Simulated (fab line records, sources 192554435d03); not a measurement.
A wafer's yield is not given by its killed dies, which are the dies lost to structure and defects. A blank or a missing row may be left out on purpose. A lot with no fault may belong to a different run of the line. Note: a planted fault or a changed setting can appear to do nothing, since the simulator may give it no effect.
fab line records	flow n5-finfet	part 1 of 2: steps 1 to 4 of 6
record: lots: 23	wafers: 69	last-day: 17
route steps=1938 shown BEOL_M1@753
lots untouched by any fault: they come from a run of this same line in which no faults occurred
start-h: start of the lot's first displayed wafer, in hours after the record's first day	wait-h: hours elapsed since this lot's preceding step	" unchanged from the row above	L1.1+2: a single row standing in for several wafers	- no value present, or no start provided	* or withheld: withheld	< > ~ a bound
route shown NAME@n: names a module that has steps shown in the file, with the first one's number in the route	usual: average and standard deviation across the fault-free wafers	same: alike in all rows	chamber/n: place in a boat	sites: the reading at each site	_std_site: their standard deviation	_edge_site: the outer-site mean with the inner-site mean subtracted	radius-mm: for every site, how far away it sits from the centre of the wafer	mask NAME#n: copy n	behind: the tool/chamber that last shaped the wafer	hold: why the lot went on hold/how many hours it stayed there/how the hold came to an end	device: which transistor (n, p or np) failed to switch	end of line: the same wafers' tests at the end of the route	a step given without rows: its recipe and nothing more	killed: dies lost to structure and defects at the first sort, not the wafer's yield	map: per-die view of a wafer (x killed, . not killed, _ where there is no die)
set.NAME: setting as actually run; set.NAME@STEP: the setting as run at that earlier step	model.NAME: the simulator's own value behind a step, which no gauge read
the route's steps for a sample of lots (tables are steps, rows are wafers)
services: the hour from which a tool's chamber was out of use, counted from the record's first day as start-h (under 0 if before that day), plus the number of hours and why
== steps ==
step: N5_BEOL_M1_PECVD_72
recipe: material: SiO2	target-thk-a: 160	temp-c: 400	precursor: TEOS/O2	pressure-torr: 5.5	rf-w: 450	teos-flow-sccm: 53.8	gas: O2	flow-sccm: 3000	time-s: 18
usual: heater-power-w: 716/81	rf-fwd-power-W: 444.1/1.9	showerhead-plenum-p-Torr: 8.76/0.064	throttle-valve-pct: 22.1/1.5
lot.wafer	tool	chamber	start-h	wait-h	heater-power-w	rf-fwd-power-W	showerhead-plenum-p-Torr	throttle-valve-pct
L074.3	pecvd-01	1	150.85	0.0	697	442.1	8.66	24.0
L074.4	"	0	"	"	738	444.7	8.76	21.4
L074.5	"	2	"	"	886	443.2	8.71	22.7
L075.2	pecvd-01	2	151.06	0.0	825	446.4	8.73	23.1
L075.3	"	1	"	"	632	442.6	8.67	24.2
L075.5	"	1	"	"	634	441.4	8.65	24.2
L076.1	pecvd-01	1	151.58	0.0	672	441.8	8.66	24.3
L076.2	"	2	"	"	864	447.2	8.73	22.9
L076.4	"	1	"	"	670	445.0	8.65	24.5
L077.4	pecvd-02	0	151.83	0.1	698	444.9	8.76	22.0
L077.5	"	2	"	"	622	443.0	8.78	19.7
L077.6	"	1	"	"	683	446.7	8.83	23.3
L078.2	pecvd-01	0	152.06	0.0	760	443.2	8.77	21.5
L078.3	"	2	"	"	740	446.4	8.70	23.0
L078.6	"	1	"	"	632	443.9	8.64	24.3
L079.2	pecvd-02	2	153.91	0.0	682	441.4	8.78	19.6
L079.3	"	1	"	"	677	442.7	8.83	23.4
L079.4	"	1	"	"	696	442.4	8.83	23.6
L080.2	pecvd-01	2	158.58	0.0	889	446.3	8.72	23.0
L080.4	"	1	"	"	635	445.2	8.66	23.8
L080.5	"	2	"	"	890	445.4	8.71	22.8
L081.2	pecvd-01	1	166.85	0.0	640	440.7	8.66	24.0
L081.5	"	1	"	"	659	443.7	8.68	24.4
L081.6	"	0	"	"	705	442.6	8.76	21.3
L082.1	pecvd-02	0	167.60	0.0	707	447.2	8.75	21.9
L082.2	"	2	"	"	633	442.3	8.78	19.8
L082.6	"	1	"	"	646	444.7	8.84	23.3
L083.4	pecvd-02	0	176.01	0.1	692	444.8	8.74	21.7
L083.5	"	1	"	"	706	442.9	8.84	23.5
L083.6	"	2	"	"	668	441.8	8.79	19.6
L084.2	pecvd-04	0	191.38	0.0	776	444.4	8.77	23.3
L084.4	"	2	"	"	680	443.9	8.80	19.7
L084.6	"	1	"	"	767	445.0	8.89	22.2
L085.1	pecvd-01	0	194.58	0.0	641	444.1	8.74	21.6
L085.4	"	1	"	"	596	441.4	8.65	24.2
L085.5	"	0	"	"	638	445.6	8.75	21.1
L086.1	pecvd-01	1	197.20	0.0	668	441.0	8.65	24.1
L086.4	"	1	"	"	675	441.7	8.66	24.1
L086.6	"	2	"	"	854	446.6	8.69	22.9
L087.1	pecvd-02	1	204.06	0.0	709	443.1	8.86	23.6
L087.2	"	0	"	"	710	444.6	8.75	21.7
L087.3	"	2	"	"	646	441.1	8.77	19.6
L088.1	pecvd-04	2	204.31	0.0	705	446.7	8.81	20.0
L088.3	"	0	"	"	829	448.1	8.79	23.3
L088.4	"	1	"	"	782	445.6	8.90	22.2
L089.4	pecvd-02	2	210.69	0.1	660	440.6	8.74	19.8
L089.5	"	1	"	"	641	443.5	8.82	23.3
L089.6	"	0	"	"	741	445.5	8.74	22.0
L090.1	pecvd-04	0	214.42	0.0	835	447.8	8.78	23.2
L090.2	"	2	"	"	605	445.1	8.82	19.8
L090.3	"	1	"	"	703	443.2	8.89	22.0
L091.1	pecvd-02	2	223.85	0.0	628	440.4	8.78	19.8
L091.3	"	1	"	"	584	442.6	8.84	23.3
L091.6	"	1	"	"	584	444.0	8.85	23.3
L092.1	pecvd-04	1	233.66	0.0	720	442.8	8.88	22.2
L092.4	"	0	"	"	820	446.9	8.78	23.2
L092.5	"	2	"	"	602	444.1	8.80	20.0
L093.1	pecvd-04	0	237.46	0.0	799	444.7	8.80	23.3
L093.4	"	0	"	"	837	444.4	8.79	23.1
L093.6	"	2	"	"	730	446.1	8.83	20.0
L094.2	pecvd-01	2	250.10	0.0	890	446.7	8.71	21.2
L094.3	"	1	"	"	679	442.4	8.66	24.4
L094.6	"	0	"	"	706	445.2	8.75	21.3
L095.2	pecvd-02	1	255.12	0.0	718	445.0	8.82	23.2
L095.4	"	0	"	"	708	446.5	8.74	21.9
L095.5	"	1	"	"	714	445.3	8.84	23.3
L097.2	pecvd-02	1	260.55	0.0	673	446.3	8.85	23.4
L097.3	"	2	"	"	682	441.6	8.77	19.7
L097.5	"	1	"	"	677	446.0	8.83	23.1
step: N5_BEOL_M1_CD_MEAS_11
recipe: target-cd-nm: 17.05	landing-energy-ev: 500	detector: se-inlens	polarity: opening
usual: cd-nm: 17.11/0.28
lot.wafer	tool	chamber	start-h	wait-h	cd-nm
L074.3	cd-sem-02	0	151.98	-	16.93
L074.4	"	0	"	"	16.80
L074.5	"	0	"	"	16.81
L075.2	cd-sem-02	0	152.14	-	16.77
L075.3	"	0	"	"	17.14
L075.5	"	0	"	"	17.07
L076.1	cd-sem-03	0	152.54	-	16.91
L076.2	"	0	"	"	16.78
L076.4	"	0	"	"	16.96
L077.4	cd-sem-01	0	152.71	-	17.31
L077.5	"	0	"	"	17.41
L077.6	"	0	"	"	17.21
L078.2	cd-sem-02	0	153.27	-	16.77
L078.3	"	0	"	"	16.67
L078.6	"	0	"	"	17.29
L079.2	cd-sem-02	0	154.72	-	17.10
L079.3	"	0	"	"	17.12
L079.4	"	0	"	"	16.61
L080.2	cd-sem-03	0	159.50	-	17.32
L080.4	"	0	"	"	17.24
L080.5	"	0	"	"	17.45
L081.2	cd-sem-02	0	168.28	-	17.11
L081.5	"	0	"	"	17.36
L081.6	"	0	"	"	17.22
L082.1	cd-sem-03	0	168.54	-	16.98
L082.2	"	0	"	"	17.45
L082.6	"	0	"	"	17.46
L083.4	cd-sem-03	0	176.71	-	16.96
L083.5	"	0	"	"	16.94
L083.6	"	0	"	"	17.18
L084.2	cd-sem-01	0	193.87	-	17.51
L084.4	"	0	"	"	17.10
L084.6	"	0	"	"	17.40
L085.1	cd-sem-01	0	195.62	-	17.29
L085.4	"	0	"	"	17.29
L085.5	"	0	"	"	17.44
L086.1	cd-sem-01	0	199.19	-	17.02
L086.4	"	0	"	"	17.15
L086.6	"	0	"	"	17.14
L087.1	cd-sem-02	0	206.25	-	17.29
L087.2	"	0	"	"	17.09
L087.3	"	0	"	"	17.43
L088.1	cd-sem-01	0	206.41	-	16.92
L088.3	"	0	"	"	16.81
L088.4	"	0	"	"	17.19
L089.4	cd-sem-02	0	213.25	-	17.00
L089.5	"	0	"	"	17.43
L089.6	"	0	"	"	17.16
L090.1	cd-sem-01	0	215.43	-	16.62
L090.2	"	0	"	"	17.38
L090.3	"	0	"	"	17.09
L091.1	cd-sem-02	0	226.54	-	17.07
L091.3	"	0	"	"	17.11
L091.6	"	0	"	"	16.87
L092.1	cd-sem-03	0	234.32	-	16.74
L092.4	"	0	"	"	17.09
L092.5	"	0	"	"	16.92
L093.1	cd-sem-02	0	238.27	-	16.88
L093.4	"	0	"	"	16.76
L093.6	"	0	"	"	16.74
L094.2	cd-sem-03	0	250.80	-	17.04
L094.3	"	0	"	"	17.22
L094.6	"	0	"	"	16.81
L095.2	cd-sem-01	0	256.40	-	17.03
L095.4	"	0	"	"	17.45
L095.5	"	0	"	"	17.42
L097.2	cd-sem-01	0	263.56	-	16.71
L097.3	"	0	"	"	16.66
L097.5	"	0	"	"	16.81
step: N5_BEOL_M1_ETCH_69
recipe: chemistry: CF4	target: SiARC	target-depth-a: 156	mask-material: CAR-EUV	time-s: 26	ion-energy-ev: 80	pressure-mtorr: 40	source-w: 545	bias-w: 36	Ar_flow_sccm: 100	cf4-flow-sccm: 100	ends: cleared
usual: chamber-pressure-mTorr: 40.00/0.035	drypump-motor-current-A: 5.7/0.4	etch-rf-on-time-s: 25.8/0.49	oes-product-au: 0.69/0.07	rf-fwd-power-W: 532.3/2.2	rf-vpp-V: 184.0/1.3	showerhead-plenum-p-Torr: 2.14/0.073	throttle-valve-pct: 15.62/0.23
lot.wafer	tool	chamber	start-h	wait-h	chamber-pressure-mTorr	drypump-motor-current-A	etch-rf-on-time-s	oes-product-au	rf-fwd-power-W	rf-hours-counter-h	rf-vpp-V	showerhead-plenum-p-Torr	throttle-valve-pct
L074.3	rie-diel-03	3	153.20	0.0	40.07	6.3	25.8	0.71	536.3	92	186.0	2.25	15.65
L074.4	"	2	"	"	40.03	5.7	25.8	0.74	529.9	-	184.2	2.17	15.55
L074.5	"	3	"	"	39.99	6.3	25.9	0.71	537.3	-	185.2	2.25	15.65
L075.2	rie-diel-02	1	153.65	0.0	40.00	5.2	25.3	0.78	532.4	17	184.0	2.10	15.16
L075.3	"	0	"	"	39.94	5.0	25.7	0.67	530.3	139	181.8	1.99	15.71
L075.5	"	0	"	"	40.01	5.0	25.4	0.68	530.9	-	181.2	1.99	15.71
L076.1	rie-diel-03	0	153.94	0.0	40.02	5.4	26.3	0.62	538.0	176	183.2	2.15	16.05
L076.2	"	2	"	"	40.03	5.7	25.9	0.73	529.4	46	184.5	2.17	15.54
L076.4	"	0	"	"	39.96	5.4	26.1	0.62	537.7	-	184.3	2.15	16.04
L077.4	rie-diel-02	2	154.14	0.0	40.02	5.8	26.0	0.60	532.1	217	184.4	2.12	15.60
L077.5	"	3	"	"	40.01	5.4	26.3	0.63	533.9	-	182.5	2.14	15.65
L077.6	"	2	"	"	40.04	5.8	26.1	0.59	533.3	-	183.1	2.12	15.60
L078.2	rie-diel-04	0	154.56	0.0	40.00	6.4	26.9	0.67	531.4	103	183.5	2.01	15.73
L078.3	"	1	"	"	39.97	6.2	24.9	0.71	534.2	88	185.4	2.17	15.51
L078.6	"	2	"	"	39.95	5.5	27.4	0.56	533.3	-	183.6	2.20	15.93
L079.2	rie-diel-02	2	155.76	0.0	40.01	5.8	25.9	0.60	534.6	217	185.3	2.12	15.58
L079.3	"	3	"	"	40.00	5.5	26.2	0.64	531.3	153	186.1	2.14	15.63
L079.4	"	0	"	"	40.02	5.0	25.9	0.67	531.2	140	182.0	1.99	15.71
L080.2	rie-diel-03	2	160.55	0.0	39.95	5.7	26.1	0.74	536.1	49	184.1	2.17	15.55
L080.4	"	3	"	"	40.00	6.3	26.2	0.70	528.9	-	185.2	2.25	15.66
L080.5	"	2	"	"	39.93	5.7	26.1	0.73	532.6	-	186.4	2.17	15.54
L081.2	rie-diel-03	3	169.60	0.0	40.02	6.3	26.0	0.70	530.7	99	186.0	2.25	15.67
L081.5	"	3	"	"	40.05	6.3	26.0	0.71	531.5	-	184.6	2.25	15.66
L081.6	"	2	"	"	39.98	5.7	26.0	0.73	530.5	-	184.7	2.17	15.54
L082.1	rie-diel-02	3	169.66	0.0	40.04	5.5	26.2	0.62	531.1	157	184.0	2.14	15.66
L082.2	"	0	"	"	39.98	5.0	25.6	0.67	531.5	144	182.3	1.98	15.71
L082.6	"	2	"	"	40.05	5.8	25.9	0.59	531.9	-	183.3	2.12	15.59
L083.4	rie-diel-02	0	178.02	0.0	40.01	5.0	26.1	0.66	533.2	146	180.8	1.98	15.71
L083.5	"	3	"	"	39.94	5.5	26.3	0.62	530.4	-	183.4	2.14	15.67
L083.6	"	0	"	"	40.01	5.0	25.8	0.67	532.6	-	181.8	1.98	15.73
L084.2	rie-diel-04	1	195.03	0.0	40.02	6.2	25.0	0.68	532.2	104	183.0	2.16	15.55
L084.4	"	0	"	"	39.96	6.4	26.3	0.65	528.6	120	182.8	2.01	15.77
L084.6	"	1	"	"	39.99	6.2	24.9	0.69	530.0	-	183.6	2.16	15.55
L085.1	rie-diel-02	1	196.81	0.0	39.97	5.2	25.5	0.75	533.2	30	183.9	2.09	15.19
L085.4	"	0	"	"	40.02	5.0	25.8	0.67	529.7	152	181.3	1.98	15.73
L085.5	"	3	"	"	40.01	5.5	26.2	0.62	530.8	-	184.4	2.14	15.65
L086.1	rie-diel-03	3	200.80	0.0	39.93	6.3	26.0	0.69	532.1	111	185.1	2.25	15.69
L086.4	"	0	"	"	40.01	5.4	25.9	0.62	537.0	193	183.6	2.14	16.06
L086.6	"	3	"	"	40.02	6.3	25.5	0.70	530.0	-	186.6	2.25	15.67
L087.1	rie-diel-03	3	207.42	0.0	39.98	6.3	25.9	0.69	532.4	111	186.5	2.25	15.69
L087.2	"	0	"	"	39.95	5.4	26.1	0.62	534.5	194	184.9	2.14	16.08
L087.3	"	2	"	"	39.98	5.7	25.8	0.72	529.6	65	185.5	2.16	15.57
L088.1	rie-diel-03	3	207.60	0.0	39.94	6.3	25.9	0.69	532.5	111	185.7	2.25	15.70
L088.3	"	2	"	"	40.01	5.6	25.4	0.72	531.5	65	183.0	2.16	15.59
L088.4	"	0	"	"	40.03	5.4	25.8	0.62	535.6	194	183.5	2.14	16.08
L089.4	rie-diel-04	0	215.00	0.0	39.96	6.3	26.7	0.66	528.6	126	182.0	2.00	15.77
L089.5	"	0	"	"	40.05	6.3	26.5	0.65	531.6	-	182.4	2.00	15.79
L089.6	"	3	"	"	40.00	6.1	25.3	0.80	531.9	-	184.6	2.10	15.44
L090.1	rie-diel-03	0	216.60	0.0	40.04	5.4	26.2	0.61	536.1	198	182.5	2.14	16.08
L090.2	"	3	"	"	40.03	6.3	25.9	0.69	531.1	115	184.6	2.25	15.69
L090.3	"	2	"	"	40.00	5.7	26.1	0.71	530.7	68	184.2	2.16	15.60
L091.1	rie-diel-04	1	227.59	0.0	39.92	6.2	25.0	0.68	532.5	114	184.4	2.16	15.57
L091.3	"	0	"	"	39.99	6.3	26.6	0.65	531.0	129	183.3	2.00	15.78
L091.6	"	2	"	"	40.01	5.5	26.2	0.79	532.6	-	184.2	2.20	15.48
L092.1	rie-diel-02	2	235.95	0.0	39.93	5.8	26.2	0.57	534.8	242	182.5	2.11	15.64
L092.4	"	3	"	"	39.98	5.4	26.1	0.62	532.3	178	184.1	2.13	15.69
L092.5	"	3	"	"	40.01	5.5	26.1	0.61	530.9	-	183.8	2.13	15.69
L093.1	rie-diel-03	0	239.32	0.0	40.11	5.4	26.1	0.61	537.3	204	183.8	2.14	16.09
L093.4	"	1	"	"	40.04	5.8	25.2	0.79	527.8	19	183.9	2.18	15.38
L093.6	"	3	"	"	40.03	6.3	25.9	0.68	534.3	-	185.0	2.24	15.71
L094.2	rie-diel-03	2	252.11	0.0	39.94	5.7	25.7	0.70	530.7	77	184.9	2.16	15.61
L094.3	"	0	"	"	40.00	5.4	25.8	0.61	534.6	205	182.9	2.14	16.11
L094.6	"	2	"	"	40.02	5.7	25.9	0.71	534.6	-	184.1	2.16	15.60
L095.2	rie-diel-04	2	257.94	0.0	39.98	5.5	26.2	0.77	532.3	20	185.6	2.19	15.50
L095.4	"	3	"	"	40.03	6.0	25.4	0.77	532.7	29	182.5	2.09	15.44
L095.5	"	2	"	"	40.01	5.5	26.3	0.77	533.2	-	184.4	2.19	15.50
L097.2	rie-diel-03	0	264.60	0.0	39.97	5.4	26.0	0.61	532.2	209	181.6	2.13	16.12
L097.3	"	1	"	"	40.03	5.8	24.9	0.78	532.8	25	185.3	2.18	15.43
L097.5	"	2	"	"	40.02	5.7	26.1	0.70	529.4	-	184.3	2.16	15.60
step: N5_BEOL_M1_ALD_98
recipe: material: SiO2	target-thk-a: 25	temp-c: 100	ald-precursor-family: BDEAS	ald-co-reactant: O2-plasma	pulse-time-s: 1	co-reactant-pulse-time-s: 1	purge-time-s: 2	co-reactant-purge-time-s: 2	ald-cycles: 17	pressure-torr: 2
usual: heater-power-w: 76/7.5	precursor-pulse-height-rel: 0.998/0.02
lot.wafer	tool	chamber	start-h	wait-h	heater-power-w	precursor-pulse-height-rel
L074.3	ald-sin-02	3	153.29	0.1	89	1.015
L074.4	"	1	"	"	76	0.968
L074.5	"	1	"	"	76	0.995
L075.2	ald-sin-04	3	153.73	0.1	81	0.981
L075.3	"	2	"	"	78	0.980
L075.5	"	0	"	"	75	1.001
L076.1	ald-sin-02	2	154.02	0.1	64	1.011
L076.2	"	0	"	"	69	0.969
L076.4	"	1	"	"	77	1.038
L077.4	ald-sin-02	3	154.22	0.1	88	1.019
L077.5	"	3	"	"	87	0.985
L077.6	"	2	"	"	65	1.008
L078.2	ald-sin-02	0	154.64	0.1	71	1.035
L078.3	"	2	"	"	66	1.010
L078.6	"	1	"	"	75	1.010
L079.2	ald-sin-04	1	155.85	0.1	68	1.022
L079.3	"	2	"	"	78	0.996
L079.4	"	0	"	"	73	1.022
L080.2	ald-sin-02	3	160.63	0.1	86	1.029
L080.4	"	2	"	"	66	1.010
L080.5	"	2	"	"	64	1.023
L081.2	ald-sin-02	0	169.84	0.2	70	0.983
L081.5	"	1	"	"	74	1.026
L081.6	"	0	"	"	68	0.950
L082.1	ald-sin-04	0	169.91	0.2	75	0.995
L082.2	"	2	"	"	80	1.016
L082.6	"	2	"	"	79	0.973
L083.4	ald-sin-02	3	178.29	0.2	88	0.961
L083.5	"	2	"	"	65	1.020
L083.6	"	1	"	"	75	0.984
L084.2	ald-sin-04	1	195.11	0.1	70	0.989
L084.4	"	0	"	"	75	1.031
L084.6	"	0	"	"	74	1.012
L085.1	ald-sin-02	0	196.89	0.1	70	1.002
L085.4	"	2	"	"	65	0.984
L085.5	"	1	"	"	76	0.984
L086.1	ald-sin-04	0	200.88	0.1	75	0.991
L086.4	"	2	"	"	78	0.992
L086.6	"	2	"	"	80	0.979
L087.1	ald-sin-04	1	207.50	0.1	69	1.003
L087.2	"	0	"	"	75	0.989
L087.3	"	2	"	"	80	0.978
L088.1	ald-sin-04	3	207.68	0.1	81	0.985
L088.3	"	1	"	"	71	1.012
L088.4	"	2	"	"	81	1.018
L089.4	ald-sin-01	1	215.08	0.1	73	0.969
L089.5	"	3	"	"	82	0.988
L089.6	"	0	"	"	87	0.989
L090.1	ald-sin-02	1	216.85	0.2	74	0.981
L090.2	"	2	"	"	65	1.004
L090.3	"	0	"	"	69	0.997
L091.1	ald-sin-04	3	228.23	0.6	80	0.998
L091.3	"	2	"	"	80	1.006
L091.6	"	1	"	"	70	0.989
L092.1	ald-sin-01	1	236.04	0.1	74	0.984
L092.4	"	3	"	"	85	0.974
L092.5	"	1	"	"	73	0.976
L093.1	ald-sin-01	1	239.40	0.1	71	0.971
L093.4	"	0	"	"	88	1.006
L093.6	"	2	"	"	66	0.996
L094.2	ald-sin-02	2	252.24	0.1	67	1.033
L094.3	"	1	"	"	77	0.988
L094.6	"	3	"	"	90	0.953
L095.2	ald-sin-02	3	258.02	0.1	90	0.965
L095.4	"	1	"	"	77	1.020
L095.5	"	3	"	"	88	1.005
L097.2	ald-sin-04	0	264.69	0.1	76	0.980
L097.3	"	2	"	"	82	0.998
L097.5	"	3	"	"	81	1.005
